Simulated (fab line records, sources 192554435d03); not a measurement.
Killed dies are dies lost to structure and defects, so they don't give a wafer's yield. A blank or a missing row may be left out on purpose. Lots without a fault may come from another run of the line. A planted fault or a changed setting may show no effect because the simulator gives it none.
fab line records | flow n5_finfet
record lots=3 wafers=9 last_day=18
route steps=1938 shown FIN_SAQP@90 BEOL_M4@1111
lots that met no fault: from a run of the same line without faults
start_h: hours from the record's first day to the start of the lot's first wafer shown | wait_h: hours since the lot's step before | " the same as in the row above | L1.1+2: a row that stands for several wafers | - no value, or no start given | * or withheld: withheld | < > ~ a bound
route shown NAME@n: a module of which the file shows steps, and the number in the route of the first | usual: mean/standard deviation of fault-free wafers | same: alike in all rows | chamber/n: place in a boat | sites: the reading at each site | _std_site: their standard deviation | _edge_site: outer sites' mean less inner sites' | radius_mm: how far each site lies from the wafer's centre | mask NAME#n: copy n | behind: the tool/chamber that last shaped the wafer | hold: why the lot was held/for how many hours/how that ended | device: the transistor (n, p or np) that didn't switch | end of line: the same wafers' tests at the end of the route | a step without rows: its recipe alone | killed: dies lost to structure and defects at the first sort, not the wafer's yield | map: a wafer's dies, x killed, . not, _ none there
set.NAME: the setting as run; set.NAME@STEP: as run at that earlier step | model.NAME: the simulator's own value behind a step, which no gauge read
lots at some steps of the route; a table a step, a row a wafer
services: from which hour (start_h, from the record's first day; less than 0 if before it) a tool's chamber was out of use, for how many hours, and why
## steps
# step N5_FIN_SAQP_PRECLEAN_42
# recipe chemistry=O3/DIW time_s=60 temp_c=22 o3_ppm=10
# step N5_FIN_SAQP_PRECLEAN_00
# recipe chemistry=SC1 time_s=60 temp_c=55 mix=1:2:50
# step N5_FIN_SAQP_PRECLEAN_44
# recipe chemistry=SC2 time_s=45 temp_c=35 mix=1:1:50
# step N5_FIN_SAQP_SRD_01
# recipe dry=ipa_marangoni time_s=30 temp_c=23 rinse_liquid=diw
# step N5_FIN_SAQP_ALD_61
# recipe material=SiO2 target_thk_a=40 temp_c=300 ald_precursor_family=BDEAS ald_co_reactant=O2-plasma pulse_time_s=1 purge_time_s=2 co_reactant_purge_time_s=2 ald_cycles=43 pressure_torr=2
# step N5_FIN_SAQP_DENSIFY_62
# recipe temp_c=700 time_s=60 ambient=N2 idle_temp_c=600 ramp_up_c_per_s=150 ramp_down_c_per_s=60 cool_to_c=600
# step N5_FIN_SAQP_HM_DEP_03
# recipe material=SiNx target_thk_a=380 temp_c=400 precursor=SiH4/NH3/N2 pressure_torr=1.5 rf_w=300 time_s=33.6
# step N5_FIN_SAQP_PECVD_47
# recipe material=a-Si target_thk_a=450 temp_c=400 precursor=SiH4/He pressure_torr=3 rf_w=100 time_s=36.3
# step N5_FIN_SAQP_PECVD_48
# recipe material=SiNx target_thk_a=250 temp_c=400 precursor=SiH4/NH3/N2 pressure_torr=1.5 rf_w=300 time_s=22.1
# step N5_FIN_SAQP_PECVD_06
# recipe material=a-Si target_thk_a=600 temp_c=400 precursor=SiH4/He pressure_torr=3 rf_w=100 time_s=48.1
# usual heater_power_w=814/77 showerhead_plenum_p_Torr=5.66/0.073 showerhead_vpp_V=606/47 throttle_valve_pct=17.8/0.92
# columns lot.wafer tool chamber start_h wait_h heater_power_w showerhead_plenum_p_Torr showerhead_vpp_V throttle_valve_pct model.a-Si_of_FIN_SAQP_PECVD_06.thk_nm
L563.1 pecvd-01 2 27.79 0.0 825 5.65 619 15.8 59.14
L563.3 " 0 " " 735 5.53 531 18.3 60.28
L563.4 " 2 " " 669 5.65 622 15.6 59.35
L582.2 pecvd-01 0 141.06 0.0 847 5.54 535 18.4 29.96
L582.3 " 1 " " 682 5.63 581 18.3 59.47
L582.5 " 2 " " 789 5.65 626 16.2 60.08
L585.3 pecvd-02 2 159.05 0.0 855 5.81 696 18.5 59.83
L585.4 " 1 " " 766 5.70 654 18.9 60.68
L585.5 " 0 " " 916 5.69 587 17.7 60.13
# step N5_FIN_SAQP_THK_MEAS_07
# usual thk_nm=60.0/0.79
# columns lot.wafer tool chamber start_h wait_h thk_nm
L563.1 film_metro-01 - 27.88 0.1 59.2
L563.3 " - " " 60.3
L563.4 " - " " 59.3
L582.2 film_metro-01 - 141.15 0.1 30.0
L582.3 " - " " 59.4
L582.5 " - " " 60.1
L585.3 film_metro-02 - 159.14 0.1 59.9
L585.4 " - " " 60.6
L585.5 " - " " 60.1
# step N5_FIN_SAQP_HM_DEP_72
# recipe material=SiO2 target_thk_a=120 temp_c=400 precursor=SiH4/N2O pressure_torr=0.75 rf_w=275 time_s=7.2
# step N5_FIN_SAQP_COAT_49
# recipe resist=SOC temp_c=250 time_s=60 spin_rpm=1500 resist_thk_nm=100
# step N5_FIN_SAQP_COAT_50
# recipe resist=SiARC temp_c=220 time_s=60 spin_rpm=1500 resist_thk_nm=35
# step N5_FIN_SAQP_COAT_10
# recipe resist=CAR-ArF spin_rpm=1500 resist_thk_nm=90
# step N5_FIN_SAQP_EBR_12
# recipe solvent=PGMEA ebr_width_mm=1.5
# step N5_FIN_SAQP_SOFTBAKE_11
# recipe temp_c=110 time_s=60 resist=CAR-ArF
# step N5_FIN_SAQP_EXPOSE_13
# recipe mask_id=FIN_CORE na=1.35 source_shape=dipole sigma_inner=0.538 sigma_outer=0.738 polarization=te target_cd_nm=35.6 dose_mj=63.25
# step N5_FIN_SAQP_PEB_14
# recipe peb_temp_c=withheld peb_time_s=60 resist=CAR-ArF
# step N5_FIN_SAQP_DEVELOP_15
# recipe develop_time_s=30 developer=TMAH resist=CAR-ArF dev_temp_c=23 rinse_liquid=diw dry=air_spin
# step N5_FIN_SAQP_DESCUM_21
# recipe chemistry=O2 time_s=7.9 source_power_w=50 bias_power_w=20 pressure_mtorr=20 rf_frequency_hz=2.712e+07 temp_c=40 resist=CAR-ArF o2_flow_sccm=225
# step N5_FIN_SAQP_ETCH_51
# recipe chemistry=CF4 target=SiARC target_depth_a=455 mask_material=CAR-ArF time_s=75.8 ion_energy_ev=80 pressure_mtorr=40 source_w=545 bias_w=36 Ar_flow_sccm=100 cf4_flow_sccm=100 ends=cleared
# step N5_FIN_SAQP_ETCH_52
# recipe chemistry=N2/H2 target=SOC target_depth_a=1000 overetch_a=200 mask_material=SiARC temp_c=40 time_s=150 ion_energy_ev=200 pressure_mtorr=30 source_w=840 bias_w=150 n2_flow_sccm=200 h2_flow_sccm=200 ends=end_point
# step N5_FIN_SAQP_STRIP_53
# recipe chemistry=N2/H2 temp_c=40 n2_flow_sccm=200 h2_flow_sccm=200 rf_frequency_hz=6e+07
# step N5_FIN_SAQP_HM_OPEN_73
# recipe chemistry=CHF3/O2 target=SiO2 stop_on=a-Si target_depth_a=120 over_etch_frac=1.8 mask_material=SOC time_s=16.8 pressure_mtorr=30 source_w=650 bias_w=170 Ar_flow_sccm=200 CHF3_flow_sccm=50 O2_flow_sccm=5 ion_energy_ev=200 ends=end_point
# step N5_FIN_SAQP_STRIP_74
# recipe chemistry=CHF3/O2 resist=SiARC rf_frequency_hz=6e+07
# step N5_FIN_SAQP_MANDREL_ETCH_22
# recipe target_depth_a=600 chemistry=HBr/Cl2 target=a-Si stop_on=SiNx bt_time_s=10 over_etch_frac=0.5 time_s=30 pressure_mtorr=10 icp_w=800 bias_w=75 HBr_flow_sccm=150 Cl2_flow_sccm=80 ends=end_point
# usual drypump_motor_current_A=5.5/0.6 oes_product_au=0.769/0.014 throttle_valve_pct=35.5/0.36
# same bt_time_s=10
# columns lot.wafer tool chamber start_h wait_h drypump_motor_current_A oes_product_au rf_hours_counter_h throttle_valve_pct model.etch.depth_nm
L563.1 rie_si-04 3 28.64 0.0 4.9 0.754 25 35.8 59.05
L563.3 " 2 " " 6.0 0.770 7 35.1 60.28
L563.4 " 1 " " 5.4 0.776 182 35.3 59.29
L582.2 rie_si-04 1 141.89 0.0 5.4 0.544 184 35.8 29.96
L582.3 " 3 " " 4.9 0.757 27 35.8 59.41
L582.5 " 0 " " 6.5 0.738 - 35.2 60.08
L585.3 rie_si-05 1 160.00 0.0 4.9 0.784 45 36.0 59.83
L585.4 " 3 " " 5.6 0.766 91 35.7 60.61
L585.5 " 2 " " 6.3 0.764 - 35.0 60.13
# step N5_FIN_SAQP_STRIP_55
# recipe chemistry=N2/H2 power_w=500 temp_c=40 pressure_mtorr=50 rf_frequency_hz=6e+07 overash_fraction=0.3 bias_power_w=28 h2_frac=0.5 n2_flow_sccm=300 h2_flow_sccm=300
# step N5_FIN_SAQP_STRIP_23
# recipe chemistry=SPM time_s=750 temp_c=130 h2so4_h2o2_vol_ratio=4
# step N5_FIN_SAQP_SRD_66
# recipe dry=ipa_marangoni time_s=30 temp_c=23 rinse_liquid=diw
# step N5_FIN_SAQP_RECESS_75
# recipe chemistry=HF/NH3 target=SiO2 target_depth_a=144 afs_cycles=3 temp_c=30 sublimation_temp_c=180 sublimation_time_s=60
# step N5_FIN_SAQP_SPACER1_ALD_24
# recipe material=SiO2 target_thk_a=203 temp_c=300 ald_precursor_family=BDEAS ald_co_reactant=O2-plasma pulse_time_s=1 purge_time_s=2 co_reactant_purge_time_s=2 ald_cycles=218 pressure_torr=2
# step N5_FIN_SAQP_SPACER1_ETCHBACK_25
# recipe chemistry=CHF3/O2 mode=anisotropic_etchback target=SiO2 target_depth_a=244 time_s=12.2 pressure_mtorr=30 source_w=650 bias_w=170 Ar_flow_sccm=200 CHF3_flow_sccm=50 O2_flow_sccm=5 ion_energy_ev=200
# usual drypump_motor_current_A=5.8/0.42 oes_product_au=0.79/0.1 rf_vpp_V=520/7.8 showerhead_plenum_p_Torr=2.43/0.059 throttle_valve_pct=18.98/0.22
# columns lot.wafer tool chamber start_h wait_h drypump_motor_current_A oes_product_au rf_hours_counter_h rf_vpp_V showerhead_plenum_p_Torr throttle_valve_pct model.a-Si_of_FIN_SAQP_PECVD_06.thk_nm
L563.1 rie_diel-03 2 30.51 0.4 5.3 0.69 235 518 2.48 19.26 58.2
L563.3 " 3 " " 5.7 0.73 205 512 2.38 18.77 59.4
L563.4 " 1 " " 6.0 0.68 242 514 2.39 19.25 58.4
L582.2 rie_diel-03 1 143.48 0.4 6.0 0.88 30 517 2.38 18.93 29
L582.3 " 0 " " 5.9 0.98 2 530 2.46 18.93 58.4
L582.5 " 1 " " 6.0 0.88 - 516 2.38 18.92 59.2
L585.3 rie_diel-01 2 161.53 0.4 5.3 0.70 230 509 2.38 19.16 59
L585.4 " 1 " " 6.4 0.87 61 527 2.44 18.53 59.6
L585.5 " 0 " " 6.7 0.67 - 515 2.47 19.14 59.2
# step N5_FIN_SAQP_MANDREL1_REMOVE_56
# recipe chemistry=HBr/Cl2/O2 bt_time_s=10 target=a-Si stop_on=SiNx endpoint=OES-SiCl over_etch_frac=1 icp_w=600 bias_w=22 HBr_flow_sccm=150 Cl2_flow_sccm=80 O2_flow_sccm=5 pressure_mtorr=10
# step N5_BEOL_M4_RC_MEAS_101
# usual DIBL_N=36.0/1.7 DIBL_P=36.0/2 IOFF_N=0.156/0.028 IOFF_P=0.21/0.04 ION_N=673/12 ION_P=463/8.3 SS_N=71.4/0.6 SS_P=73.3/0.66 VT_N=250/3 VT_P=-250/3.8
# columns lot.wafer tool chamber start_h wait_h DIBL_N[mV/V] DIBL_P[mV/V] IOFF_N[nA/um] IOFF_P[nA/um] ION_N[uA/um] ION_P[uA/um] SS_N[mV/dec] SS_P[mV/dec] VT_N[mV] VT_P[mV]
L563.1 prober-01 0 173.37 0.0 36.9 36.3 0.148 0.22 661 457 72.5 72.9 253 -252
L563.3 " 0 " " 37.2 36.3 0.176 0.23 684 467 71.7 73.3 247 -249
L563.4 " 0 " " 36.2 36.1 0.156 0.22 675 467 71.7 72.9 249 -248
L582.2 prober-01 0 300.94 0.2 33.8 32.6 0.125 0.16 667 461 70.6 73.0 252 -252
L582.3 " 0 " " 35.0 33.8 0.134 0.17 661 449 71.3 74.0 253 -253
L582.5 " 0 " " 33.8 31.9 0.133 0.15 670 455 70.6 72.8 251 -254
L585.3 prober-02 0 312.89 0.3 37.0 38.0 0.186 0.23 682 463 71.3 73.9 247 -249
L585.4 " 0 " " 38.8 40.0 0.218 0.26 711 480 72.0 74.3 244 -247
L585.5 " 0 " " 36.3 37.7 0.167 0.21 698 474 71.3 73.4 250 -252
## services
# columns tool chamber start_h hours kind
rie_si-05 - 4.01 0.3 repair
rie_diel-03 1 18.59 3.5 repair
rie_si-04 2 31.88 14.7 repair
pecvd-01 1 34.73 10.5 repair
rie_diel-03 0 41.90 2.2 repair
rie_diel-03 1 57.16 - clean
rie_diel-03 1 57.16 - consumable_replace:focus_ring
rie_diel-03 1 57.16 23.2 scheduled_down
rie_diel-03 1 57.16 23.2 vent_cycle
rie_diel-01 3 80.46 4.2 repair
rie_si-05 1 85.21 22.8 repair
rie_diel-03 2 91.31 7.1 repair
rie_diel-03 2 98.71 - clean
rie_diel-03 2 98.71 - consumable_replace:focus_ring
rie_diel-03 2 98.71 21.3 scheduled_down
rie_diel-03 2 98.71 21.3 vent_cycle
rie_diel-03 - 111.30 2.4 repair
pecvd-01 2 112.29 2.1 scheduled_down
rie_diel-03 0 120.24 - clean
rie_diel-03 0 120.24 - consumable_replace:focus_ring
rie_diel-03 0 120.24 20.2 scheduled_down
rie_diel-03 0 120.24 20.2 vent_cycle
rie_si-05 2 131.94 12.4 repair
rie_diel-03 3 140.46 - clean
## key
first_sign step=N5_FIN_SAQP_THK_MEAS_07 reading=thk_nm direction=down sigmas=38 usual=* struck=*
effect step=N5_FIN_SAQP_MANDREL_ETCH_22 reading=oes_product_au direction=down sigmas=16 usual=0.769 struck=0.544
model_effect step=N5_FIN_SAQP_PECVD_06 value=a-Si_of_FIN_SAQP_PECVD_06.thk_nm without=59.38 struck=29.96
model_effect step=N5_FIN_SAQP_MANDREL_ETCH_22 value=etch.depth_nm without=59.38 struck=29.96
model_effect step=N5_FIN_SAQP_SPACER1_ETCHBACK_25 value=a-Si_of_FIN_SAQP_PECVD_06.thk_nm without=58.4 struck=29
met_at N5_FIN_SAQP_PECVD_06
struck_wafers L582.2
onset_between 27.79 141.06
fault kind=process_parameter_drift tool=pecvd-01 chamber=- onset_h=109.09 steps=N5_FIN_SAQP_PECVD_06 channel=time_s offset=* shape=step end_h=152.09 scope=struck_wafers_only acts_in=* stated=*
